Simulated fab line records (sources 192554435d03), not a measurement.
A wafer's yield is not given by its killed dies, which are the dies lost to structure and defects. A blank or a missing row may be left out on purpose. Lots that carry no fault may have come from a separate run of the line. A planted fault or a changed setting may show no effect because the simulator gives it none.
fab line records :: flow n5-finfet :: part 2 of 2: steps 19 to 25 of 25
record
  lots=5
  wafers=15
  last-day=17
route steps=1938 shown BEOL_M9@1427
lots untouched by any fault: they come from a run of this same line in which no faults occurred
start-h: hours from the record's first day to the start of the lot's first wafer shown :: wait-h: hours from the lot's prior step to this one :: " as in the row above :: L1.1+2: several wafers, shown together as one row :: - value missing, or start not given :: * or withheld: withheld :: < > ~ a bound
route shown NAME@n: NAME is a module with steps in the file, n the number in the route of the first one :: usual: mean/standard deviation of fault-free wafers :: same: alike in all rows :: chamber/n: place in a boat :: sites: the reading at each site :: _std_site: how widely they spread, as a standard deviation :: _edge_site: outer sites' mean less inner sites' :: radius-mm: how far each site lies from the wafer's centre :: mask NAME#n: copy n :: behind: the tool/chamber that last shaped the wafer :: hold: the reason the lot was held/the length of the hold in hours/how it ended :: device: the n, p or np transistor that did not switch :: end of line: the same wafers' tests at the end of the route :: step lacking rows: just its recipe :: killed: not the wafer's yield, but the dies lost to structure and defects at the first sort :: map: the dies of a wafer, with x for killed, . for not killed, _ for no die there
set.NAME: the setting the step ran with; set.NAME@STEP: the setting that earlier step ran with :: model.NAME: the simulator's own value behind a step, which no gauge read
a table for each step, a row for each wafer; lots at some steps of the route
services: a tool's chamber out of use, with start hour (start-h, from the record's first day; less than 0 if before it), hours out, and reason
## steps
# step N5_BEOL_M9_STRIP_36
# recipe
  chemistry=N2/H2
  power-w=450
  temp-c=40
  pressure-mtorr=20
  rf-frequency-hz=6e+07
  overash-fraction=0.3
  bias-power-w=7
  h2-frac=0.5
  n2-flow-sccm=200
  h2-flow-sccm=200
# usual
  bias-power-w=7.002/0.021
  drypump-motor-current-A=5.7/0.39
  oes-product-au=0.80/0.071
  rf-vpp-V=59.3/1.4
  showerhead-plenum-p-Torr=2.56/0.064
  temp-c=40.01/0.12
  throttle-valve-pct=23.7/0.33
lot.wafer: L077.2
tool: rie-diel-05
chamber: 2
start-h: 248.65
wait-h: 0.0
bias-power-w: 6.973
drypump-motor-current-A: 5.5
oes-product-au: 0.86
rf-hours-counter-h: 62
rf-vpp-V: 60.6
showerhead-plenum-p-Torr: 2.59
temp-c: 40.19
throttle-valve-pct: 23.5

lot.wafer: L077.4
tool: rie-diel-05
chamber: 3
start-h: 248.65
wait-h: 0.0
bias-power-w: 7.011
drypump-motor-current-A: 5.6
oes-product-au: 0.87
rf-hours-counter-h: 37
rf-vpp-V: 62.8
showerhead-plenum-p-Torr: 2.46
temp-c: 40.09
throttle-valve-pct: 23.1

lot.wafer: L077.5
tool: rie-diel-05
chamber: 1
start-h: 248.65
wait-h: 0.0
bias-power-w: 7.020
drypump-motor-current-A: 5.6
oes-product-au: 0.74
rf-hours-counter-h: -
rf-vpp-V: 57.5
showerhead-plenum-p-Torr: 2.51
temp-c: 39.83
throttle-valve-pct: 23.5

lot.wafer: L080.1
tool: rie-diel-05
chamber: 3
start-h: 261.56
wait-h: 0.0
bias-power-w: 7.012
drypump-motor-current-A: 5.6
oes-product-au: 0.86
rf-hours-counter-h: 41
rf-vpp-V: 60.2
showerhead-plenum-p-Torr: 2.46
temp-c: 40.09
throttle-valve-pct: 23.1

lot.wafer: L080.3
tool: rie-diel-05
chamber: 1
start-h: 261.56
wait-h: 0.0
bias-power-w: 6.978
drypump-motor-current-A: 5.6
oes-product-au: 0.73
rf-hours-counter-h: 179
rf-vpp-V: 60.1
showerhead-plenum-p-Torr: 2.51
temp-c: 39.94
throttle-valve-pct: 23.5

lot.wafer: L080.6
tool: rie-diel-05
chamber: 1
start-h: 261.56
wait-h: 0.0
bias-power-w: 7.011
drypump-motor-current-A: 5.6
oes-product-au: 0.74
rf-hours-counter-h: -
rf-vpp-V: 57.6
showerhead-plenum-p-Torr: 2.51
temp-c: 39.83
throttle-valve-pct: 23.5

lot.wafer: L082.2
tool: rie-diel-02
chamber: 1
start-h: 266.94
wait-h: 0.0
bias-power-w: 6.972
drypump-motor-current-A: 4.9
oes-product-au: 0.93
rf-hours-counter-h: 19
rf-vpp-V: 57.4
showerhead-plenum-p-Torr: 2.59
temp-c: 39.87
throttle-valve-pct: 23.3

lot.wafer: L082.4
tool: rie-diel-02
chamber: 1
start-h: 266.94
wait-h: 0.0
bias-power-w: 7.000
drypump-motor-current-A: 4.9
oes-product-au: 0.91
rf-hours-counter-h: -
rf-vpp-V: 61.8
showerhead-plenum-p-Torr: 2.59
temp-c: 40.02
throttle-valve-pct: 23.3

lot.wafer: L082.6
tool: rie-diel-02
chamber: 0
start-h: 266.94
wait-h: 0.0
bias-power-w: 7.008
drypump-motor-current-A: 5.4
oes-product-au: 0.90
rf-hours-counter-h: -
rf-vpp-V: 58.7
showerhead-plenum-p-Torr: 2.73
temp-c: 40.07
throttle-valve-pct: 23.6

lot.wafer: L090.2
tool: rie-diel-04
chamber: 3
start-h: 323.40
wait-h: 0.0
bias-power-w: 6.983
drypump-motor-current-A: 5.7
oes-product-au: 0.82
rf-hours-counter-h: 80
rf-vpp-V: 59.6
showerhead-plenum-p-Torr: 2.59
temp-c: 40.03
throttle-valve-pct: 23.9

lot.wafer: L090.4
tool: rie-diel-04
chamber: 0
start-h: 323.40
wait-h: 0.0
bias-power-w: 7.002
drypump-motor-current-A: 5.9
oes-product-au: 0.74
rf-hours-counter-h: 179
rf-vpp-V: 57.5
showerhead-plenum-p-Torr: 2.51
temp-c: 40.04
throttle-valve-pct: 23.4

lot.wafer: L090.6
tool: rie-diel-04
chamber: 3
start-h: 323.40
wait-h: 0.0
bias-power-w: 7.028
drypump-motor-current-A: 5.7
oes-product-au: 0.82
rf-hours-counter-h: -
rf-vpp-V: 57.9
showerhead-plenum-p-Torr: 2.59
temp-c: 40.25
throttle-valve-pct: 23.9

lot.wafer: L094.2
tool: rie-diel-04
chamber: 3
start-h: 353.42
wait-h: 0.0
bias-power-w: 7.013
drypump-motor-current-A: 5.7
oes-product-au: 0.80
rf-hours-counter-h: 89
rf-vpp-V: 59.0
showerhead-plenum-p-Torr: 2.59
temp-c: 39.97
throttle-valve-pct: 23.9

lot.wafer: L094.3
tool: rie-diel-04
chamber: 1
start-h: 353.42
wait-h: 0.0
bias-power-w: 6.988
drypump-motor-current-A: 5.3
oes-product-au: 0.84
rf-hours-counter-h: 61
rf-vpp-V: 60.9
showerhead-plenum-p-Torr: 2.47
temp-c: 39.88
throttle-valve-pct: 23.7

lot.wafer: L094.4
tool: rie-diel-04
chamber: 0
start-h: 353.42
wait-h: 0.0
bias-power-w: 7.025
drypump-motor-current-A: 5.9
oes-product-au: 0.73
rf-hours-counter-h: 189
rf-vpp-V: 58.8
showerhead-plenum-p-Torr: 2.51
temp-c: 40.05
throttle-valve-pct: 23.4
# step N5_BEOL_M9_TRENCH_ETCH_37
# recipe
  chemistry=C4F6/O2
  target-depth-a=1514.3
  target=SiCOH_lowk
  time-s=49
  ion-energy-ev=250
  pressure-mtorr=30
  source-w=345
  bias-w=185
  Ar_flow_sccm=300
  C4F6_flow_sccm=10
  O2_flow_sccm=10
# usual
  C4F6_flow_sccm=9.999/0.029
  drypump-motor-current-A=5.7/0.39
  oes_ar_750_au=0.80/0.065
  oes-product-au=0.80/0.07
  rf-vpp-V=668/7.8
  showerhead-plenum-p-Torr=2.87/0.059
  throttle-valve-pct=20.93/0.22
# same
  time-s=49
lot.wafer: L077.2
tool: rie-diel-05
chamber: 2
start-h: -
wait-h: -
C4F6_flow_sccm: 9.942
drypump-motor-current-A: 5.5
oes_ar_750_au: 0.85
oes-product-au: 0.85
rf-hours-counter-h: 62
rf-vpp-V: 663
showerhead-plenum-p-Torr: 2.87
throttle-valve-pct: 20.74

lot.wafer: L077.4
tool: rie-diel-05
chamber: 3
start-h: -
wait-h: -
C4F6_flow_sccm: 10.046
drypump-motor-current-A: 5.6
oes_ar_750_au: 0.89
oes-product-au: 0.88
rf-hours-counter-h: 37
rf-vpp-V: 666
showerhead-plenum-p-Torr: 2.81
throttle-valve-pct: 20.87

lot.wafer: L077.5
tool: rie-diel-05
chamber: 1
start-h: -
wait-h: -
C4F6_flow_sccm: 10.010
drypump-motor-current-A: 5.6
oes_ar_750_au: 0.74
oes-product-au: 0.73
rf-hours-counter-h: -
rf-vpp-V: 662
showerhead-plenum-p-Torr: 2.85
throttle-valve-pct: 20.98

lot.wafer: L080.1
tool: rie-diel-05
chamber: 3
start-h: -
wait-h: -
C4F6_flow_sccm: 10.010
drypump-motor-current-A: 5.6
oes_ar_750_au: 0.88
oes-product-au: 0.87
rf-hours-counter-h: 41
rf-vpp-V: 665
showerhead-plenum-p-Torr: 2.81
throttle-valve-pct: 20.88

lot.wafer: L080.3
tool: rie-diel-05
chamber: 1
start-h: -
wait-h: -
C4F6_flow_sccm: 10.004
drypump-motor-current-A: 5.6
oes_ar_750_au: 0.74
oes-product-au: 0.73
rf-hours-counter-h: 179
rf-vpp-V: 660
showerhead-plenum-p-Torr: 2.85
throttle-valve-pct: 20.98

lot.wafer: L080.6
tool: rie-diel-05
chamber: 1
start-h: -
wait-h: -
C4F6_flow_sccm: 10.018
drypump-motor-current-A: 5.6
oes_ar_750_au: 0.73
oes-product-au: 0.72
rf-hours-counter-h: -
rf-vpp-V: 663
showerhead-plenum-p-Torr: 2.85
throttle-valve-pct: 20.98

lot.wafer: L082.2
tool: rie-diel-02
chamber: 1
start-h: -
wait-h: -
C4F6_flow_sccm: 10.008
drypump-motor-current-A: 4.9
oes_ar_750_au: 0.90
oes-product-au: 0.91
rf-hours-counter-h: 19
rf-vpp-V: 658
showerhead-plenum-p-Torr: 2.90
throttle-valve-pct: 20.64

lot.wafer: L082.4
tool: rie-diel-02
chamber: 1
start-h: -
wait-h: -
C4F6_flow_sccm: 9.974
drypump-motor-current-A: 4.9
oes_ar_750_au: 0.91
oes-product-au: 0.90
rf-hours-counter-h: -
rf-vpp-V: 658
showerhead-plenum-p-Torr: 2.90
throttle-valve-pct: 20.60

lot.wafer: L082.6
tool: rie-diel-02
chamber: 0
start-h: -
wait-h: -
C4F6_flow_sccm: 10.006
drypump-motor-current-A: 5.3
oes_ar_750_au: 0.88
oes-product-au: 0.91
rf-hours-counter-h: -
rf-vpp-V: 672
showerhead-plenum-p-Torr: 3.01
throttle-valve-pct: 20.53

lot.wafer: L090.2
tool: rie-diel-04
chamber: 3
start-h: -
wait-h: -
C4F6_flow_sccm: 9.956
drypump-motor-current-A: 5.7
oes_ar_750_au: 0.80
oes-product-au: 0.82
rf-hours-counter-h: 80
rf-vpp-V: 681
showerhead-plenum-p-Torr: 2.89
throttle-valve-pct: 21.14

lot.wafer: L090.4
tool: rie-diel-04
chamber: 0
start-h: -
wait-h: -
C4F6_flow_sccm: 10.058
drypump-motor-current-A: 5.9
oes_ar_750_au: 0.74
oes-product-au: 0.74
rf-hours-counter-h: 179
rf-vpp-V: 657
showerhead-plenum-p-Torr: 2.85
throttle-valve-pct: 20.90

lot.wafer: L090.6
tool: rie-diel-04
chamber: 3
start-h: -
wait-h: -
C4F6_flow_sccm: 9.993
drypump-motor-current-A: 5.7
oes_ar_750_au: 0.80
oes-product-au: 0.81
rf-hours-counter-h: -
rf-vpp-V: 681
showerhead-plenum-p-Torr: 2.89
throttle-valve-pct: 21.13

lot.wafer: L094.2
tool: rie-diel-04
chamber: 3
start-h: -
wait-h: -
C4F6_flow_sccm: 9.933
drypump-motor-current-A: 5.7
oes_ar_750_au: 0.80
oes-product-au: 0.79
rf-hours-counter-h: 89
rf-vpp-V: 681
showerhead-plenum-p-Torr: 2.89
throttle-valve-pct: 21.13

lot.wafer: L094.3
tool: rie-diel-04
chamber: 1
start-h: -
wait-h: -
C4F6_flow_sccm: 9.950
drypump-motor-current-A: 5.3
oes_ar_750_au: 0.84
oes-product-au: 0.84
rf-hours-counter-h: 61
rf-vpp-V: 670
showerhead-plenum-p-Torr: 2.76
throttle-valve-pct: 20.72

lot.wafer: L094.4
tool: rie-diel-04
chamber: 0
start-h: -
wait-h: -
C4F6_flow_sccm: 9.981
drypump-motor-current-A: 5.9
oes_ar_750_au: 0.73
oes-product-au: 0.73
rf-hours-counter-h: 189
rf-vpp-V: 656
showerhead-plenum-p-Torr: 2.84
throttle-valve-pct: 20.89
# step N5_BEOL_M9_ETCH_41
# recipe
  chemistry=CH3F/O2
  target=SiCN
  target-depth-a=366
  taper-deg=2
  time-s=70.1
  ion-energy-ev=120
  mask-material=TiN
  pressure-mtorr=30
  source-w=395
  bias-w=75
  Ar_flow_sccm=150
  CH3F_flow_sccm=30
  O2_flow_sccm=20
# usual
  drypump-motor-current-A=5.7/0.39
  oes-product-au=0.80/0.07
  rf-vpp-V=297.6/1.1
  showerhead-plenum-p-Torr=2.01/0.043
  throttle-valve-pct=16.30/0.2
# same
  time-s=70.1
lot.wafer: L077.2
tool: rie-diel-05
chamber: 2
start-h: -
wait-h: -
drypump-motor-current-A: 5.5
oes-product-au: 0.86
rf-hours-counter-h: 62
rf-vpp-V: 298.3
showerhead-plenum-p-Torr: 2.02
throttle-valve-pct: 16.19

lot.wafer: L077.4
tool: rie-diel-05
chamber: 3
start-h: -
wait-h: -
drypump-motor-current-A: 5.5
oes-product-au: 0.88
rf-hours-counter-h: 37
rf-vpp-V: 296.3
showerhead-plenum-p-Torr: 1.97
throttle-valve-pct: 16.22

lot.wafer: L077.5
tool: rie-diel-05
chamber: 1
start-h: -
wait-h: -
drypump-motor-current-A: 5.6
oes-product-au: 0.74
rf-hours-counter-h: -
rf-vpp-V: 297.0
showerhead-plenum-p-Torr: 2.00
throttle-valve-pct: 16.36

lot.wafer: L080.1
tool: rie-diel-05
chamber: 3
start-h: -
wait-h: -
drypump-motor-current-A: 5.6
oes-product-au: 0.88
rf-hours-counter-h: 41
rf-vpp-V: 296.6
showerhead-plenum-p-Torr: 1.97
throttle-valve-pct: 16.21

lot.wafer: L080.3
tool: rie-diel-05
chamber: 1
start-h: -
wait-h: -
drypump-motor-current-A: 5.6
oes-product-au: 0.74
rf-hours-counter-h: 179
rf-vpp-V: 297.9
showerhead-plenum-p-Torr: 2.00
throttle-valve-pct: 16.36

lot.wafer: L080.6
tool: rie-diel-05
chamber: 1
start-h: -
wait-h: -
drypump-motor-current-A: 5.6
oes-product-au: 0.73
rf-hours-counter-h: -
rf-vpp-V: 296.4
showerhead-plenum-p-Torr: 2.00
throttle-valve-pct: 16.38

lot.wafer: L082.2
tool: rie-diel-02
chamber: 1
start-h: -
wait-h: -
drypump-motor-current-A: 4.9
oes-product-au: 0.91
rf-hours-counter-h: 19
rf-vpp-V: 298.9
showerhead-plenum-p-Torr: 2.04
throttle-valve-pct: 15.99

lot.wafer: L082.4
tool: rie-diel-02
chamber: 1
start-h: -
wait-h: -
drypump-motor-current-A: 4.9
oes-product-au: 0.91
rf-hours-counter-h: -
rf-vpp-V: 297.8
showerhead-plenum-p-Torr: 2.04
throttle-valve-pct: 16.00

lot.wafer: L082.6
tool: rie-diel-02
chamber: 0
start-h: -
wait-h: -
drypump-motor-current-A: 5.4
oes-product-au: 0.90
rf-hours-counter-h: -
rf-vpp-V: 298.7
showerhead-plenum-p-Torr: 2.12
throttle-valve-pct: 15.90

lot.wafer: L090.2
tool: rie-diel-04
chamber: 3
start-h: -
wait-h: -
drypump-motor-current-A: 5.7
oes-product-au: 0.82
rf-hours-counter-h: 80
rf-vpp-V: 297.4
showerhead-plenum-p-Torr: 2.03
throttle-valve-pct: 16.45

lot.wafer: L090.4
tool: rie-diel-04
chamber: 0
start-h: -
wait-h: -
drypump-motor-current-A: 5.9
oes-product-au: 0.74
rf-hours-counter-h: 179
rf-vpp-V: 298.2
showerhead-plenum-p-Torr: 2.00
throttle-valve-pct: 16.29

lot.wafer: L090.6
tool: rie-diel-04
chamber: 3
start-h: -
wait-h: -
drypump-motor-current-A: 5.7
oes-product-au: 0.81
rf-hours-counter-h: -
rf-vpp-V: 297.8
showerhead-plenum-p-Torr: 2.03
throttle-valve-pct: 16.46

lot.wafer: L094.2
tool: rie-diel-04
chamber: 3
start-h: -
wait-h: -
drypump-motor-current-A: 5.7
oes-product-au: 0.80
rf-hours-counter-h: 89
rf-vpp-V: 297.1
showerhead-plenum-p-Torr: 2.03
throttle-valve-pct: 16.47

lot.wafer: L094.3
tool: rie-diel-04
chamber: 1
start-h: -
wait-h: -
drypump-motor-current-A: 5.4
oes-product-au: 0.85
rf-hours-counter-h: 61
rf-vpp-V: 295.9
showerhead-plenum-p-Torr: 1.93
throttle-valve-pct: 16.10

lot.wafer: L094.4
tool: rie-diel-04
chamber: 0
start-h: -
wait-h: -
drypump-motor-current-A: 5.9
oes-product-au: 0.73
rf-hours-counter-h: 189
rf-vpp-V: 296.1
showerhead-plenum-p-Torr: 2.00
throttle-valve-pct: 16.30
# step N5_BEOL_M9_STRIP_80
# recipe
  chemistry=N2/H2
  time-s=10
  power-w=450
  temp-c=40
  pressure-mtorr=20
  rf-frequency-hz=6e+07
  bias-power-w=7
  n2-flow-sccm=200
  h2-flow-sccm=200
# usual
  bias-power-w=7.000/0.02
  drypump-motor-current-A=5.7/0.39
  oes-product-au=0.80/0.071
  rf-vpp-V=59.3/0.87
  showerhead-plenum-p-Torr=2.56/0.063
  temp-c=40.01/0.12
  throttle-valve-pct=23.7/0.33
# same
  time-s=10
lot.wafer: L077.2
tool: rie-diel-05
chamber: 2
start-h: -
wait-h: -
bias-power-w: 7.011
drypump-motor-current-A: 5.5
oes-product-au: 0.87
rf-hours-counter-h: 62
rf-vpp-V: 61.2
showerhead-plenum-p-Torr: 2.59
temp-c: 40.13
throttle-valve-pct: 23.5

lot.wafer: L077.4
tool: rie-diel-05
chamber: 3
start-h: -
wait-h: -
bias-power-w: 7.000
drypump-motor-current-A: 5.6
oes-product-au: 0.88
rf-hours-counter-h: 37
rf-vpp-V: 58.5
showerhead-plenum-p-Torr: 2.46
temp-c: 40.05
throttle-valve-pct: 23.1

lot.wafer: L077.5
tool: rie-diel-05
chamber: 1
start-h: -
wait-h: -
bias-power-w: 6.999
drypump-motor-current-A: 5.6
oes-product-au: 0.75
rf-hours-counter-h: -
rf-vpp-V: 60.1
showerhead-plenum-p-Torr: 2.51
temp-c: 40.12
throttle-valve-pct: 23.5

lot.wafer: L080.1
tool: rie-diel-05
chamber: 3
start-h: -
wait-h: -
bias-power-w: 6.987
drypump-motor-current-A: 5.6
oes-product-au: 0.87
rf-hours-counter-h: 41
rf-vpp-V: 58.1
showerhead-plenum-p-Torr: 2.46
temp-c: 40.21
throttle-valve-pct: 23.1

lot.wafer: L080.3
tool: rie-diel-05
chamber: 1
start-h: -
wait-h: -
bias-power-w: 7.014
drypump-motor-current-A: 5.6
oes-product-au: 0.73
rf-hours-counter-h: 179
rf-vpp-V: 58.7
showerhead-plenum-p-Torr: 2.51
temp-c: 40.03
throttle-valve-pct: 23.5

lot.wafer: L080.6
tool: rie-diel-05
chamber: 1
start-h: -
wait-h: -
bias-power-w: 6.970
drypump-motor-current-A: 5.6
oes-product-au: 0.73
rf-hours-counter-h: -
rf-vpp-V: 59.0
showerhead-plenum-p-Torr: 2.51
temp-c: 40.14
throttle-valve-pct: 23.5

lot.wafer: L082.2
tool: rie-diel-02
chamber: 1
start-h: -
wait-h: -
bias-power-w: 7.006
drypump-motor-current-A: 4.9
oes-product-au: 0.92
rf-hours-counter-h: 19
rf-vpp-V: 60.9
showerhead-plenum-p-Torr: 2.59
temp-c: 39.96
throttle-valve-pct: 23.3

lot.wafer: L082.4
tool: rie-diel-02
chamber: 1
start-h: -
wait-h: -
bias-power-w: 6.972
drypump-motor-current-A: 4.9
oes-product-au: 0.93
rf-hours-counter-h: -
rf-vpp-V: 59.7
showerhead-plenum-p-Torr: 2.59
temp-c: 40.01
throttle-valve-pct: 23.3

lot.wafer: L082.6
tool: rie-diel-02
chamber: 0
start-h: -
wait-h: -
bias-power-w: 6.989
drypump-motor-current-A: 5.4
oes-product-au: 0.91
rf-hours-counter-h: -
rf-vpp-V: 60.0
showerhead-plenum-p-Torr: 2.73
temp-c: 39.87
throttle-valve-pct: 23.6

lot.wafer: L090.2
tool: rie-diel-04
chamber: 3
start-h: -
wait-h: -
bias-power-w: 6.993
drypump-motor-current-A: 5.7
oes-product-au: 0.82
rf-hours-counter-h: 81
rf-vpp-V: 58.4
showerhead-plenum-p-Torr: 2.59
temp-c: 39.99
throttle-valve-pct: 23.9

lot.wafer: L090.4
tool: rie-diel-04
chamber: 0
start-h: -
wait-h: -
bias-power-w: 6.983
drypump-motor-current-A: 5.9
oes-product-au: 0.73
rf-hours-counter-h: 179
rf-vpp-V: 58.9
showerhead-plenum-p-Torr: 2.51
temp-c: 40.07
throttle-valve-pct: 23.4

lot.wafer: L090.6
tool: rie-diel-04
chamber: 3
start-h: -
wait-h: -
bias-power-w: 6.988
drypump-motor-current-A: 5.7
oes-product-au: 0.82
rf-hours-counter-h: -
rf-vpp-V: 59.2
showerhead-plenum-p-Torr: 2.59
temp-c: 39.74
throttle-valve-pct: 23.9

lot.wafer: L094.2
tool: rie-diel-04
chamber: 3
start-h: -
wait-h: -
bias-power-w: 7.002
drypump-motor-current-A: 5.7
oes-product-au: 0.80
rf-hours-counter-h: 90
rf-vpp-V: 59.3
showerhead-plenum-p-Torr: 2.59
temp-c: 39.90
throttle-valve-pct: 24.0

lot.wafer: L094.3
tool: rie-diel-04
chamber: 1
start-h: -
wait-h: -
bias-power-w: 7.014
drypump-motor-current-A: 5.4
oes-product-au: 0.84
rf-hours-counter-h: 61
rf-vpp-V: 59.0
showerhead-plenum-p-Torr: 2.47
temp-c: 40.00
throttle-valve-pct: 23.7

lot.wafer: L094.4
tool: rie-diel-04
chamber: 0
start-h: -
wait-h: -
bias-power-w: 6.983
drypump-motor-current-A: 5.9
oes-product-au: 0.73
rf-hours-counter-h: 189
rf-vpp-V: 58.4
showerhead-plenum-p-Torr: 2.51
temp-c: 40.02
throttle-valve-pct: 23.4
# step N5_BEOL_M9_OCD_MEAS_38
# usual
  trench-depth-nm=150.9/2.4
lot.wafer: L077.2
tool: ocd-01
chamber: -
start-h: 248.87
wait-h: -
trench-depth-nm: 148.5

lot.wafer: L077.4
tool: ocd-01
chamber: -
start-h: 248.87
wait-h: -
trench-depth-nm: 149.7

lot.wafer: L077.5
tool: ocd-01
chamber: -
start-h: 248.87
wait-h: -
trench-depth-nm: 151.4

lot.wafer: L080.1
tool: ocd-01
chamber: -
start-h: 261.78
wait-h: -
trench-depth-nm: 149.9

lot.wafer: L080.3
tool: ocd-01
chamber: -
start-h: 261.78
wait-h: -
trench-depth-nm: 152.1

lot.wafer: L080.6
tool: ocd-01
chamber: -
start-h: 261.78
wait-h: -
trench-depth-nm: 152.2

lot.wafer: L082.2
tool: ocd-02
chamber: -
start-h: 267.15
wait-h: -
trench-depth-nm: 149.1

lot.wafer: L082.4
tool: ocd-02
chamber: -
start-h: 267.15
wait-h: -
trench-depth-nm: 149.3

lot.wafer: L082.6
tool: ocd-02
chamber: -
start-h: 267.15
wait-h: -
trench-depth-nm: 152.4

lot.wafer: L090.2
tool: ocd-01
chamber: -
start-h: 323.61
wait-h: -
trench-depth-nm: 152.6

lot.wafer: L090.4
tool: ocd-01
chamber: -
start-h: 323.61
wait-h: -
trench-depth-nm: 152.4

lot.wafer: L090.6
tool: ocd-01
chamber: -
start-h: 323.61
wait-h: -
trench-depth-nm: 151.8

lot.wafer: L094.2
tool: ocd-02
chamber: -
start-h: 353.63
wait-h: -
trench-depth-nm: 148.4

lot.wafer: L094.3
tool: ocd-02
chamber: -
start-h: 353.63
wait-h: -
trench-depth-nm: 150.4

lot.wafer: L094.4
tool: ocd-02
chamber: -
start-h: 353.63
wait-h: -
trench-depth-nm: 149.9
# step N5_BEOL_M9_HM_STRIP_39
# recipe
  chemistry=peroxide-tin-strip
  material=TiN
  target-depth-a=250
  temp-c=50
  time-s=158
# usual
  temp-c=50.00/0.12
# same
  time-s=158
lot.wafer: L077.2
tool: wet-bench-06
chamber: 0
start-h: 248.90
wait-h: 0.0
temp-c: 49.98

lot.wafer: L077.4
tool: wet-bench-06
chamber: 7
start-h: 248.90
wait-h: 0.0
temp-c: 50.01

lot.wafer: L077.5
tool: wet-bench-06
chamber: 6
start-h: 248.90
wait-h: 0.0
temp-c: 50.17

lot.wafer: L080.1
tool: wet-bench-06
chamber: 6
start-h: 261.81
wait-h: 0.0
temp-c: 49.73

lot.wafer: L080.3
tool: wet-bench-06
chamber: 2
start-h: 261.81
wait-h: 0.0
temp-c: 49.93

lot.wafer: L080.6
tool: wet-bench-06
chamber: 7
start-h: 261.81
wait-h: 0.0
temp-c: 49.81

lot.wafer: L082.2
tool: wet-bench-06
chamber: 4
start-h: 267.18
wait-h: 0.0
temp-c: 49.90

lot.wafer: L082.4
tool: wet-bench-06
chamber: 2
start-h: 267.18
wait-h: 0.0
temp-c: 50.03

lot.wafer: L082.6
tool: wet-bench-06
chamber: 6
start-h: 267.18
wait-h: 0.0
temp-c: 49.76

lot.wafer: L090.2
tool: wet-bench-06
chamber: 7
start-h: 323.64
wait-h: 0.0
temp-c: 50.12

lot.wafer: L090.4
tool: wet-bench-06
chamber: 2
start-h: 323.64
wait-h: 0.0
temp-c: 49.85

lot.wafer: L090.6
tool: wet-bench-06
chamber: 6
start-h: 323.64
wait-h: 0.0
temp-c: 50.08

lot.wafer: L094.2
tool: wet-bench-03
chamber: 4
start-h: 353.66
wait-h: 0.0
temp-c: 49.81

lot.wafer: L094.3
tool: wet-bench-03
chamber: 6
start-h: 353.66
wait-h: 0.0
temp-c: 49.83

lot.wafer: L094.4
tool: wet-bench-03
chamber: 0
start-h: 353.66
wait-h: 0.0
temp-c: 49.91
# step N5_BEOL_M9_SRD_40
# recipe
  time-s=30
  temp-c=23
  rinse-liquid=diw
  dry=ipa-marangoni
# usual
  temp-c=23.01/0.1
# same
  time-s=30
lot.wafer: L077.2
tool: wet-bench-06
chamber: 0
start-h: 248.95
wait-h: 0.0
temp-c: 22.88

lot.wafer: L077.4
tool: wet-bench-06
chamber: 7
start-h: 248.95
wait-h: 0.0
temp-c: 23.20

lot.wafer: L077.5
tool: wet-bench-06
chamber: 6
start-h: 248.95
wait-h: 0.0
temp-c: 23.24

lot.wafer: L080.1
tool: wet-bench-06
chamber: 6
start-h: 261.90
wait-h: 0.0
temp-c: 23.11

lot.wafer: L080.3
tool: wet-bench-06
chamber: 2
start-h: 261.90
wait-h: 0.0
temp-c: 23.10

lot.wafer: L080.6
tool: wet-bench-06
chamber: 7
start-h: 261.90
wait-h: 0.0
temp-c: 22.98

lot.wafer: L082.2
tool: wet-bench-06
chamber: 4
start-h: 267.28
wait-h: 0.0
temp-c: 23.05

lot.wafer: L082.4
tool: wet-bench-06
chamber: 2
start-h: 267.28
wait-h: 0.0
temp-c: 23.20

lot.wafer: L082.6
tool: wet-bench-06
chamber: 6
start-h: 267.28
wait-h: 0.0
temp-c: 22.80

lot.wafer: L090.2
tool: wet-bench-06
chamber: 7
start-h: 323.69
wait-h: 0.0
temp-c: 23.21

lot.wafer: L090.4
tool: wet-bench-06
chamber: 2
start-h: 323.69
wait-h: 0.0
temp-c: 23.04

lot.wafer: L090.6
tool: wet-bench-06
chamber: 6
start-h: 323.69
wait-h: 0.0
temp-c: 23.13

lot.wafer: L094.2
tool: wet-bench-03
chamber: 4
start-h: 353.71
wait-h: 0.0
temp-c: 23.07

lot.wafer: L094.3
tool: wet-bench-03
chamber: 6
start-h: 353.71
wait-h: 0.0
temp-c: 22.87

lot.wafer: L094.4
tool: wet-bench-03
chamber: 0
start-h: 353.71
wait-h: 0.0
temp-c: 23.08
## services
tool: euv-scanner-02
chamber: -
start-h: 235.60
hours: 11.7
kind: repair

tool: euv-scanner-02
chamber: -
start-h: 247.34
hours: 1.0
kind: pm

tool: euv-scanner-02
chamber: -
start-h: 248.39
hours: 0.3
kind: repair

tool: euv-scanner-01
chamber: 0
start-h: 258.07
hours: -
kind: calibration

tool: euv-scanner-01
chamber: -
start-h: 262.67
hours: 1.0
kind: pm

tool: rie-diel-02
chamber: 3
start-h: 264.08
hours: 11.4
kind: repair

tool: rie-diel-02
chamber: -
start-h: 271.71
hours: 2.8
kind: pm

tool: euv-scanner-02
chamber: 0
start-h: 298.19
hours: -
kind: calibration

tool: euv-scanner-02
chamber: -
start-h: 299.21
hours: 1.0
kind: pm

tool: rie-diel-02
chamber: -
start-h: 300.28
hours: 4.0
kind: repair

tool: euv-scanner-02
chamber: -
start-h: 302.74
hours: 12.2
kind: repair

tool: euv-scanner-01
chamber: -
start-h: 314.95
hours: 5.8
kind: pm

tool: rie-diel-02
chamber: 0
start-h: 322.58
hours: 9.6
kind: repair

tool: euv-scanner-02
chamber: -
start-h: 323.02
hours: 5.0
kind: repair

tool: litho-track-04
chamber: -
start-h: 328.95
hours: -
kind: consumable-replace:filter

tool: rie-diel-04
chamber: 1
start-h: 330.34
hours: 2.0
kind: repair

tool: rie-diel-02
chamber: -
start-h: 337.47
hours: 0.7
kind: repair

tool: euv-scanner-02
chamber: -
start-h: 338.08
hours: 1.2
kind: repair

tool: euv-scanner-02
chamber: -
start-h: 345.23
hours: 4.6
kind: pm

tool: rie-diel-05
chamber: 3
start-h: 351.34
hours: 12.4
kind: repair
